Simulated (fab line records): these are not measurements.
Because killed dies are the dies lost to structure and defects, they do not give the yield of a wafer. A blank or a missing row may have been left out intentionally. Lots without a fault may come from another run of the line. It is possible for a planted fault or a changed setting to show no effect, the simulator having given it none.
fab line records :: flow nandHarc :: part 2 of 2: steps 28 to 42 of 42
record:
  lots: 5
  wafers: 15
  lastDay: 33
route steps=1302 shown A_STAIRCASE@851 A_SGD_CUT@890
lots untouched by any fault: they come from a run of this same line in which no faults occurred
startH: start of the lot's first displayed wafer, in hours after the record's first day :: waitH: hours elapsed since this lot's preceding step :: " unchanged from the row above :: L1.1+2: a row that stands for several wafers :: - no value, or no start given :: * or withheld: withheld :: < > ~ a bound
route shown NAME@n: names a module that has steps shown in the file, with the first one's number in the route :: usual: the fault-free wafers' mean and standard deviation :: same: alike in all rows :: chamber/n: place in a boat :: sites: per-site readings :: _std_site: standard deviation across them :: _edge_site: the outer-site mean with the inner-site mean subtracted :: radiusMm: how far each site lies from the wafer's centre :: mask NAME#n: copy n :: behind: tool/chamber where the wafer was last shaped :: hold: why the lot was held/for how many hours/how that ended :: device: which transistor (n, p or np) failed to switch :: end of line: tests of these same wafers at the route's end :: for a step that has no rows: nothing shown but its recipe :: killed: not the wafer's yield, but the dies lost to structure and defects at the first sort :: map: a wafer's dies, x killed, . not, _ none there
set.NAME: the setting that was run; set.NAME@STEP: the one run at that earlier step :: model.NAME: the simulator's own value behind a step, which no gauge read
lots at selected steps of the route; one table per step, one row per wafer
services: the hour from which a tool's chamber was out of use, counted from the record's first day as startH (under 0 if before that day), plus the number of hours and why
== steps ==
step: NHARC_A_STAIRCASE_STRIP_475
recipe:
  timeS: 20
  o2FlowSccm: 500
  arFlowSccm: 0
  biasW: 0
  chemistry: O2
usual:
  drypumpMotorCurrentA: 5.6/0.38
  oesProductAu: 1.003/0.0088
  rfVppV: 57.5/0.82
  showerheadPlenumPTorr: 3.45/0.1
  throttleValvePct: 17.036/0.0094
lot.wafer: L075.3
tool: rieDiel-01
chamber: 3
startH: -
waitH: -
drypumpMotorCurrentA: 5.3
oesProductAu: 0.997
rfHoursCounterH: 17
rfVppV: 57.1
showerheadPlenumPTorr: 3.34
throttleValvePct: 17.054

lot.wafer: L075.1
tool: rieDiel-01
chamber: 1
startH: -
waitH: -
drypumpMotorCurrentA: 4.8
oesProductAu: 1.004
rfHoursCounterH: 16
rfVppV: 57.5
showerheadPlenumPTorr: 3.60
throttleValvePct: 17.052

lot.wafer: L075.6
tool: rieDiel-01
chamber: 2
startH: -
waitH: -
drypumpMotorCurrentA: 5.9
oesProductAu: 1.002
rfHoursCounterH: -
rfVppV: 57.1
showerheadPlenumPTorr: 3.33
throttleValvePct: 17.032

lot.wafer: L080.2
tool: rieDiel-01
chamber: 1
startH: -
waitH: -
drypumpMotorCurrentA: 4.8
oesProductAu: 1.003
rfHoursCounterH: 36
rfVppV: 56.0
showerheadPlenumPTorr: 3.59
throttleValvePct: 17.054

lot.wafer: L080.1
tool: rieDiel-01
chamber: 2
startH: -
waitH: -
drypumpMotorCurrentA: 5.9
oesProductAu: 0.991
rfHoursCounterH: 34
rfVppV: 56.6
showerheadPlenumPTorr: 3.32
throttleValvePct: 17.037

lot.wafer: L080.4
tool: rieDiel-01
chamber: 3
startH: -
waitH: -
drypumpMotorCurrentA: 5.2
oesProductAu: 1.006
rfHoursCounterH: 36
rfVppV: 55.6
showerheadPlenumPTorr: 3.33
throttleValvePct: 17.040

lot.wafer: L088.3
tool: rieDiel-09
chamber: 0
startH: -
waitH: -
drypumpMotorCurrentA: 5.7
oesProductAu: 0.997
rfHoursCounterH: 34
rfVppV: 56.6
showerheadPlenumPTorr: 3.33
throttleValvePct: 17.041

lot.wafer: L088.1
tool: rieDiel-09
chamber: 1
startH: -
waitH: -
drypumpMotorCurrentA: 6.2
oesProductAu: 0.994
rfHoursCounterH: 31
rfVppV: 57.1
showerheadPlenumPTorr: 3.35
throttleValvePct: 17.027

lot.wafer: L088.6
tool: rieDiel-09
chamber: 0
startH: -
waitH: -
drypumpMotorCurrentA: 5.7
oesProductAu: 0.996
rfHoursCounterH: -
rfVppV: 58.0
showerheadPlenumPTorr: 3.33
throttleValvePct: 17.032

lot.wafer: L095.3
tool: rieDiel-09
chamber: 1
startH: -
waitH: -
drypumpMotorCurrentA: 6.2
oesProductAu: 1.012
rfHoursCounterH: 48
rfVppV: 58.0
showerheadPlenumPTorr: 3.34
throttleValvePct: 17.035

lot.wafer: L095.6
tool: rieDiel-09
chamber: 3
startH: -
waitH: -
drypumpMotorCurrentA: 5.8
oesProductAu: 0.993
rfHoursCounterH: -
rfVppV: 57.6
showerheadPlenumPTorr: 3.56
throttleValvePct: 17.037

lot.wafer: L095.5
tool: rieDiel-09
chamber: 0
startH: -
waitH: -
drypumpMotorCurrentA: 5.7
oesProductAu: 1.005
rfHoursCounterH: -
rfVppV: 56.6
showerheadPlenumPTorr: 3.32
throttleValvePct: 17.031

lot.wafer: L096.2
tool: rieDiel-06
chamber: 0
startH: -
waitH: -
drypumpMotorCurrentA: 5.8
oesProductAu: 0.996
rfHoursCounterH: 51
rfVppV: 57.2
showerheadPlenumPTorr: 3.43
throttleValvePct: 17.035

lot.wafer: L096.4
tool: rieDiel-06
chamber: 1
startH: -
waitH: -
drypumpMotorCurrentA: 5.8
oesProductAu: 0.997
rfHoursCounterH: 52
rfVppV: 55.9
showerheadPlenumPTorr: 3.57
throttleValvePct: 17.047

lot.wafer: L096.5
tool: rieDiel-06
chamber: 3
startH: -
waitH: -
drypumpMotorCurrentA: 5.9
oesProductAu: 1.001
rfHoursCounterH: -
rfVppV: 57.7
showerheadPlenumPTorr: 3.35
throttleValvePct: 17.020
step: NHARC_A_STAIRCASE_DEP_471
recipe:
  targetThkA: 1000
  tempC: 400
  pressureTorr: 6.5
  rfW: 900
  teosFlowSccm: 161.4
  flowSccm: 2650
  targetThkNm: 100
  gas: O2
  material: SiO2
usual:
  heaterPowerW: 557/110
  throttleValvePct: 16.0/0.57
lot.wafer: L075.1
tool: pecvd-02
chamber: 2
startH: 441.40
waitH: -
heaterPowerW: 557
throttleValvePct: 16.9

lot.wafer: L075.3
tool: pecvd-02
chamber: 1
startH: 441.40
waitH: -
heaterPowerW: 553
throttleValvePct: 16.7

lot.wafer: L075.6
tool: pecvd-02
chamber: 0
startH: 441.40
waitH: -
heaterPowerW: 608
throttleValvePct: 16.2

lot.wafer: L080.1
tool: pecvd-04
chamber: 2
startH: 502.92
waitH: -
heaterPowerW: 466
throttleValvePct: 16.0

lot.wafer: L080.2
tool: pecvd-04
chamber: 0
startH: 502.92
waitH: -
heaterPowerW: 467
throttleValvePct: 15.5

lot.wafer: L080.4
tool: pecvd-04
chamber: 0
startH: 502.92
waitH: -
heaterPowerW: 475
throttleValvePct: 15.6

lot.wafer: L088.1
tool: pecvd-02
chamber: 0
startH: 584.22
waitH: -
heaterPowerW: 553
throttleValvePct: 16.4

lot.wafer: L088.3
tool: pecvd-02
chamber: 1
startH: 584.22
waitH: -
heaterPowerW: 504
throttleValvePct: 16.7

lot.wafer: L088.6
tool: pecvd-02
chamber: 0
startH: 584.22
waitH: -
heaterPowerW: 574
throttleValvePct: 16.4

lot.wafer: L095.3
tool: pecvd-03
chamber: 0
startH: 640.66
waitH: -
heaterPowerW: 755
throttleValvePct: 15.8

lot.wafer: L095.6
tool: pecvd-03
chamber: 0
startH: 640.66
waitH: -
heaterPowerW: 770
throttleValvePct: 15.6

lot.wafer: L095.5
tool: pecvd-03
chamber: 2
startH: 640.66
waitH: -
heaterPowerW: 564
throttleValvePct: 15.7

lot.wafer: L096.2
tool: pecvd-03
chamber: 1
startH: 655.64
waitH: -
heaterPowerW: 710
throttleValvePct: 15.4

lot.wafer: L096.5
tool: pecvd-03
chamber: 1
startH: 655.64
waitH: -
heaterPowerW: 701
throttleValvePct: 15.6

lot.wafer: L096.4
tool: pecvd-03
chamber: 0
startH: 655.64
waitH: -
heaterPowerW: 819
throttleValvePct: 16.0
step: NHARC_A_STAIRCASE_CMP_472
recipe:
  material: SiO2
usual:
  edgeZonePressureFrac: 1.000/0.0048
  motorCurrentA: 12.0/1.4
  slurryFilterDpKPa: 13.51/0.14
lot.wafer: L075.1
tool: cmp-02
chamber: 0
startH: 441.67
waitH: 0.2
edgeZonePressureFrac: 0.999
motorCurrentA: 13.3
slurryFilterDpKPa: 13.51

lot.wafer: L075.3
tool: cmp-02
chamber: 3
startH: 441.67
waitH: 0.2
edgeZonePressureFrac: 1.002
motorCurrentA: 13.3
slurryFilterDpKPa: 13.62

lot.wafer: L075.6
tool: cmp-02
chamber: 1
startH: 441.67
waitH: 0.2
edgeZonePressureFrac: 1.002
motorCurrentA: 11.7
slurryFilterDpKPa: 13.44

lot.wafer: L080.4
tool: cmp-02
chamber: 3
startH: 503.19
waitH: 0.1
edgeZonePressureFrac: 0.999
motorCurrentA: 13.3
slurryFilterDpKPa: 13.58

lot.wafer: L080.1
tool: cmp-02
chamber: 1
startH: 503.19
waitH: 0.1
edgeZonePressureFrac: 1.001
motorCurrentA: 13.1
slurryFilterDpKPa: 13.39

lot.wafer: L080.2
tool: cmp-02
chamber: 2
startH: 503.19
waitH: 0.1
edgeZonePressureFrac: 0.998
motorCurrentA: 10.3
slurryFilterDpKPa: 13.36

lot.wafer: L088.3
tool: cmp-02
chamber: 2
startH: 584.49
waitH: 0.2
edgeZonePressureFrac: 1.006
motorCurrentA: 11.1
slurryFilterDpKPa: 13.65

lot.wafer: L088.1
tool: cmp-02
chamber: 3
startH: 584.49
waitH: 0.2
edgeZonePressureFrac: 1.002
motorCurrentA: 12.8
slurryFilterDpKPa: 13.34

lot.wafer: L088.6
tool: cmp-02
chamber: 2
startH: 584.49
waitH: 0.2
edgeZonePressureFrac: 1.000
motorCurrentA: 10.6
slurryFilterDpKPa: 13.43

lot.wafer: L095.3
tool: cmp-02
chamber: 0
startH: 641.01
waitH: 0.3
edgeZonePressureFrac: 1.006
motorCurrentA: 12.3
slurryFilterDpKPa: 13.43

lot.wafer: L095.6
tool: cmp-02
chamber: 1
startH: 641.01
waitH: 0.3
edgeZonePressureFrac: 1.002
motorCurrentA: 12.0
slurryFilterDpKPa: 13.63

lot.wafer: L095.5
tool: cmp-02
chamber: 2
startH: 641.01
waitH: 0.3
edgeZonePressureFrac: 1.003
motorCurrentA: 11.1
slurryFilterDpKPa: 13.68

lot.wafer: L096.2
tool: cmp-04
chamber: 3
startH: 655.91
waitH: 0.2
edgeZonePressureFrac: 1.003
motorCurrentA: 12.3
slurryFilterDpKPa: 13.54

lot.wafer: L096.4
tool: cmp-04
chamber: 1
startH: 655.91
waitH: 0.2
edgeZonePressureFrac: 0.989
motorCurrentA: 12.5
slurryFilterDpKPa: 13.50

lot.wafer: L096.5
tool: cmp-04
chamber: 0
startH: 655.91
waitH: 0.2
edgeZonePressureFrac: 0.997
motorCurrentA: 13.8
slurryFilterDpKPa: 13.51
step: NHARC_A_STAIRCASE_SRD_474
lot.wafer: L075.6+1+3
tool: wetBench-01
chamber: 1,3,6
startH: 441.93
waitH: 0.0

lot.wafer: L080.4+2+1
tool: wetBench-06
chamber: 3,4,6
startH: 503.46
waitH: 0.0

lot.wafer: L088.1+6+3
tool: wetBench-06
chamber: 2,3,7
startH: 584.73
waitH: 0.0

lot.wafer: L095.6+3+5
tool: wetBench-06
chamber: 7,1,4
startH: 641.20
waitH: 0.0

lot.wafer: L096.2+5+4
tool: wetBench-06
chamber: 1,2,5
startH: 656.18
waitH: 0.0
step: NHARC_A_STAIRCASE_INSPECT_155
usual:
  rawDefectCount: 402/110
lot.wafer: L075.1
tool: defectInspect-01
chamber: -
startH: 442.01
waitH: 0.1
rawDefectCount: 359

lot.wafer: L075.3
tool: defectInspect-01
chamber: -
startH: 442.01
waitH: 0.1
rawDefectCount: 317

lot.wafer: L075.6
tool: defectInspect-01
chamber: -
startH: 442.01
waitH: 0.1
rawDefectCount: 369

lot.wafer: L080.1
tool: defectInspect-02
chamber: -
startH: 503.53
waitH: 0.1
rawDefectCount: 304

lot.wafer: L080.2
tool: defectInspect-02
chamber: -
startH: 503.53
waitH: 0.1
rawDefectCount: 269

lot.wafer: L080.4
tool: defectInspect-02
chamber: -
startH: 503.53
waitH: 0.1
rawDefectCount: 268

lot.wafer: L088.1
tool: defectInspect-02
chamber: -
startH: 584.81
waitH: 0.1
rawDefectCount: 382

lot.wafer: L088.3
tool: defectInspect-02
chamber: -
startH: 584.81
waitH: 0.1
rawDefectCount: 507

lot.wafer: L088.6
tool: defectInspect-02
chamber: -
startH: 584.81
waitH: 0.1
rawDefectCount: 268

lot.wafer: L095.3
tool: defectInspect-02
chamber: -
startH: 641.28
waitH: 0.1
rawDefectCount: 433

lot.wafer: L095.5
tool: defectInspect-02
chamber: -
startH: 641.28
waitH: 0.1
rawDefectCount: 369

lot.wafer: L095.6
tool: defectInspect-02
chamber: -
startH: 641.28
waitH: 0.1
rawDefectCount: 293

lot.wafer: L096.2
tool: defectInspect-01
chamber: -
startH: 656.25
waitH: 0.1
rawDefectCount: 431

lot.wafer: L096.4
tool: defectInspect-01
chamber: -
startH: 656.25
waitH: 0.1
rawDefectCount: 286

lot.wafer: L096.5
tool: defectInspect-01
chamber: -
startH: 656.25
waitH: 0.1
rawDefectCount: 298
step: NHARC_A_SGD_CUT_DEP_00
recipe:
  targetThkA: 500
  tempC: 400
  targetThkNm: 50
  flowSccm: 200
  rfW: 450
  material: SiNx
usual:
  heaterPowerW: 694/80
lot.wafer: L075.1
tool: pecvd-02
chamber: 2
startH: 442.07
waitH: 0.1
heaterPowerW: 737

lot.wafer: L075.3
tool: pecvd-02
chamber: 1
startH: 442.07
waitH: 0.1
heaterPowerW: 647

lot.wafer: L075.6
tool: pecvd-02
chamber: 2
startH: 442.07
waitH: 0.1
heaterPowerW: 712

lot.wafer: L080.1
tool: pecvd-04
chamber: 1
startH: 503.60
waitH: 0.1
heaterPowerW: 587

lot.wafer: L080.2
tool: pecvd-04
chamber: 2
startH: 503.60
waitH: 0.1
heaterPowerW: 576

lot.wafer: L080.4
tool: pecvd-04
chamber: 2
startH: 503.60
waitH: 0.1
heaterPowerW: 592

lot.wafer: L088.1
tool: pecvd-01
chamber: 2
startH: 584.90
waitH: 0.1
heaterPowerW: 700

lot.wafer: L088.3
tool: pecvd-01
chamber: 0
startH: 584.90
waitH: 0.1
heaterPowerW: 817

lot.wafer: L088.6
tool: pecvd-01
chamber: 0
startH: 584.90
waitH: 0.1
heaterPowerW: 806

lot.wafer: L095.3
tool: pecvd-02
chamber: 0
startH: 641.40
waitH: 0.1
heaterPowerW: 637

lot.wafer: L095.5
tool: pecvd-02
chamber: 2
startH: 641.40
waitH: 0.1
heaterPowerW: 810

lot.wafer: L095.6
tool: pecvd-02
chamber: 0
startH: 641.40
waitH: 0.1
heaterPowerW: 646

lot.wafer: L096.2
tool: pecvd-04
chamber: 2
startH: 656.38
waitH: 0.1
heaterPowerW: 560

lot.wafer: L096.4
tool: pecvd-04
chamber: 0
startH: 656.38
waitH: 0.1
heaterPowerW: 673

lot.wafer: L096.5
tool: pecvd-04
chamber: 1
startH: 656.38
waitH: 0.1
heaterPowerW: 680
step: NHARC_A_SGD_CUT_DEHYDRATE_01
recipe:
  tempC: 150
  timeS: 120
lot.wafer: L075.1+3+6
tool: lithoTrack-01
chamber: 0
startH: 442.35
waitH: 0.2

lot.wafer: L080.1+2+4
tool: lithoTrack-04
chamber: 0
startH: 503.87
waitH: 0.2

lot.wafer: L088.1+3+6
tool: lithoTrack-06
chamber: 0
startH: 585.15
waitH: 0.2

lot.wafer: L095.3+5+6
tool: lithoTrack-01
chamber: 0
startH: 641.62
waitH: 0.2

lot.wafer: L096.2+4+5
tool: lithoTrack-01
chamber: 0
startH: 656.59
waitH: 0.2
step: NHARC_A_SGD_CUT_HMDS_02
recipe:
  timeS: 30
lot.wafer: L075.1+3+6
tool: lithoTrack-01
chamber: 0
startH: -
waitH: -

lot.wafer: L080.1+2+4
tool: lithoTrack-04
chamber: 0
startH: -
waitH: -

lot.wafer: L088.1+3+6
tool: lithoTrack-06
chamber: 0
startH: -
waitH: -

lot.wafer: L095.3+5+6
tool: lithoTrack-01
chamber: 0
startH: -
waitH: -

lot.wafer: L096.2+4+5
tool: lithoTrack-01
chamber: 0
startH: -
waitH: -
step: NHARC_A_SGD_CUT_COAT_56
recipe:
  tempC: 260
  timeS: 75
lot.wafer: L075.1+3+6
tool: lithoTrack-01
chamber: 0
startH: -
waitH: -

lot.wafer: L080.1+2+4
tool: lithoTrack-04
chamber: 0
startH: -
waitH: -

lot.wafer: L088.1+3+6
tool: lithoTrack-06
chamber: 0
startH: -
waitH: -

lot.wafer: L095.3+5+6
tool: lithoTrack-01
chamber: 0
startH: -
waitH: -

lot.wafer: L096.2+4+5
tool: lithoTrack-01
chamber: 0
startH: -
waitH: -
step: NHARC_A_SGD_CUT_COAT_57
recipe:
  tempC: 225
  timeS: 65
lot.wafer: L075.1+3+6
tool: lithoTrack-01
chamber: 0
startH: -
waitH: -

lot.wafer: L080.1+2+4
tool: lithoTrack-04
chamber: 0
startH: -
waitH: -

lot.wafer: L088.1+3+6
tool: lithoTrack-06
chamber: 0
startH: -
waitH: -

lot.wafer: L095.3+5+6
tool: lithoTrack-01
chamber: 0
startH: -
waitH: -

lot.wafer: L096.2+4+5
tool: lithoTrack-01
chamber: 0
startH: -
waitH: -
step: NHARC_A_SGD_CUT_COAT_03
recipe:
  spinRpm: 1500
  resistThkNm: 90
lot.wafer: L075.1+3+6
tool: lithoTrack-01
chamber: 0
startH: -
waitH: -

lot.wafer: L080.1+2+4
tool: lithoTrack-04
chamber: 0
startH: -
waitH: -

lot.wafer: L088.1+3+6
tool: lithoTrack-06
chamber: 0
startH: -
waitH: -

lot.wafer: L095.3+5+6
tool: lithoTrack-01
chamber: 0
startH: -
waitH: -

lot.wafer: L096.2+4+5
tool: lithoTrack-01
chamber: 0
startH: -
waitH: -
step: NHARC_A_SGD_CUT_SOFTBAKE_04
recipe:
  tempC: 105
  timeS: 55
lot.wafer: L075.1+3+6
tool: lithoTrack-01
chamber: 0
startH: -
waitH: -

lot.wafer: L080.1+2+4
tool: lithoTrack-04
chamber: 0
startH: -
waitH: -

lot.wafer: L088.1+3+6
tool: lithoTrack-06
chamber: 0
startH: -
waitH: -

lot.wafer: L095.3+5+6
tool: lithoTrack-01
chamber: 0
startH: -
waitH: -

lot.wafer: L096.2+4+5
tool: lithoTrack-01
chamber: 0
startH: -
waitH: -
step: NHARC_A_SGD_CUT_EBR_05
lot.wafer: L075.1+3+6
tool: lithoTrack-01
chamber: 0
startH: -
waitH: -

lot.wafer: L080.1+2+4
tool: lithoTrack-04
chamber: 0
startH: -
waitH: -

lot.wafer: L088.1+3+6
tool: lithoTrack-06
chamber: 0
startH: -
waitH: -

lot.wafer: L095.3+5+6
tool: lithoTrack-01
chamber: 0
startH: -
waitH: -

lot.wafer: L096.2+4+5
tool: lithoTrack-01
chamber: 0
startH: -
waitH: -
step: NHARC_A_SGD_CUT_EXPOSE_06
recipe:
  na: 1.35
  doseMj: 85.59
  maskId: SGD
usual:
  stageVelMmS: 499.98/0.22
lot.wafer: L075.1
tool: arfiScanner-02
chamber: 0
startH: 442.66
waitH: -
mask: SGD#0
stageVelMmS: 499.86

lot.wafer: L075.3
tool: arfiScanner-02
chamber: 0
startH: 442.66
waitH: -
mask: SGD#0
stageVelMmS: 499.92

lot.wafer: L075.6
tool: arfiScanner-02
chamber: 0
startH: 442.66
waitH: -
mask: SGD#0
stageVelMmS: 500.10

lot.wafer: L080.1
tool: arfiScanner-02
chamber: 0
startH: 504.18
waitH: -
mask: SGD#0
stageVelMmS: 500.35

lot.wafer: L080.2
tool: arfiScanner-02
chamber: 0
startH: 504.18
waitH: -
mask: SGD#0
stageVelMmS: 500.04

lot.wafer: L080.4
tool: arfiScanner-02
chamber: 0
startH: 504.18
waitH: -
mask: SGD#0
stageVelMmS: 500.04

lot.wafer: L088.1
tool: arfiScanner-03
chamber: 0
startH: 585.46
waitH: -
mask: SGD#0
stageVelMmS: 500.07

lot.wafer: L088.3
tool: arfiScanner-03
chamber: 0
startH: 585.46
waitH: -
mask: SGD#0
stageVelMmS: 500.33

lot.wafer: L088.6
tool: arfiScanner-03
chamber: 0
startH: 585.46
waitH: -
mask: SGD#0
stageVelMmS: 500.21

lot.wafer: L095.3
tool: arfiScanner-01
chamber: 0
startH: 641.93
waitH: -
mask: SGD#0
stageVelMmS: 499.70

lot.wafer: L095.5
tool: arfiScanner-01
chamber: 0
startH: 641.93
waitH: -
mask: SGD#0
stageVelMmS: 500.17

lot.wafer: L095.6
tool: arfiScanner-01
chamber: 0
startH: 641.93
waitH: -
mask: SGD#0
stageVelMmS: 499.96

lot.wafer: L096.2
tool: arfiScanner-01
chamber: 0
startH: 656.90
waitH: -
mask: SGD#0
stageVelMmS: 499.68

lot.wafer: L096.4
tool: arfiScanner-01
chamber: 0
startH: 656.90
waitH: -
mask: SGD#0
stageVelMmS: 500.20

lot.wafer: L096.5
tool: arfiScanner-01
chamber: 0
startH: 656.90
waitH: -
mask: SGD#0
stageVelMmS: 499.72
step: NHARC_A_SGD_CUT_PEB_07
recipe:
  pebTempC: 100
  pebTimeS: 65
lot.wafer: L075.1+3+6
tool: lithoTrack-06
chamber: 0
startH: 442.73
waitH: 0.1

lot.wafer: L080.1+2+4
tool: lithoTrack-04
chamber: 0
startH: 504.24
waitH: 0.1

lot.wafer: L088.1+3+6
tool: lithoTrack-06
chamber: 0
startH: 585.52
waitH: 0.1

lot.wafer: L095.3+5+6
tool: lithoTrack-06
chamber: 0
startH: 641.99
waitH: 0.0

lot.wafer: L096.2+4+5
tool: lithoTrack-06
chamber: 0
startH: 656.96
waitH: 0.1
== services ==
tool: cmp-04
chamber: -
startH: 405.14
hours: 4.0
kind: pm

tool: pecvd-02
chamber: -
startH: 409.59
hours: 13.0
kind: pm

tool: lithoTrack-07
chamber: -
startH: 426.00
hours: 7.0
kind: pm

tool: wetBench-05
chamber: -
startH: 436.80
hours: 8.0
kind: pm

tool: lithoTrack-03
chamber: -
startH: 450.00
hours: 7.0
kind: pm

tool: wetBench-01
chamber: -
startH: 453.60
hours: 8.0
kind: pm

tool: lithoTrack-05
chamber: -
startH: 474.02
hours: 7.0
kind: pm

tool: cmp-04
chamber: -
startH: 503.18
hours: 4.0
kind: pm

tool: lithoTrack-01
chamber: -
startH: 505.00
hours: 7.0
kind: pm

tool: wetBench-01
chamber: -
startH: 518.86
hours: 2.7
kind: repair

tool: lithoTrack-06
chamber: -
startH: 529.00
hours: 7.0
kind: pm

tool: rieDiel-01
chamber: 0
startH: 534.48
hours: 5.9
kind: repair

tool: wetBench-06
chamber: -
startH: 545.60
hours: 8.0
kind: pm

tool: lithoTrack-04
chamber: -
startH: 553.00
hours: 7.0
kind: pm

tool: rieDiel-01
chamber: 3
startH: 553.19
hours: 17.0
kind: repair

tool: rieDiel-01
chamber: -
startH: 558.35
hours: 9.0
kind: pm

tool: rieDiel-01
chamber: 3
startH: 573.93
hours: 2.5
kind: repair

tool: wetBench-05
chamber: -
startH: 580.46
hours: 1.6
kind: repair

tool: pecvd-02
chamber: -
startH: 590.85
hours: 13.0
kind: pm

tool: lithoTrack-07
chamber: -
startH: 601.00
hours: 7.0
kind: pm

tool: rieDiel-01
chamber: -
startH: 607.45
hours: 0.6
kind: repair

tool: wetBench-05
chamber: -
startH: 612.80
hours: 8.0
kind: pm

tool: lithoTrack-03
chamber: -
startH: 625.00
hours: 7.0
kind: pm

tool: wetBench-01
chamber: -
startH: 629.60
hours: 8.0
kind: pm
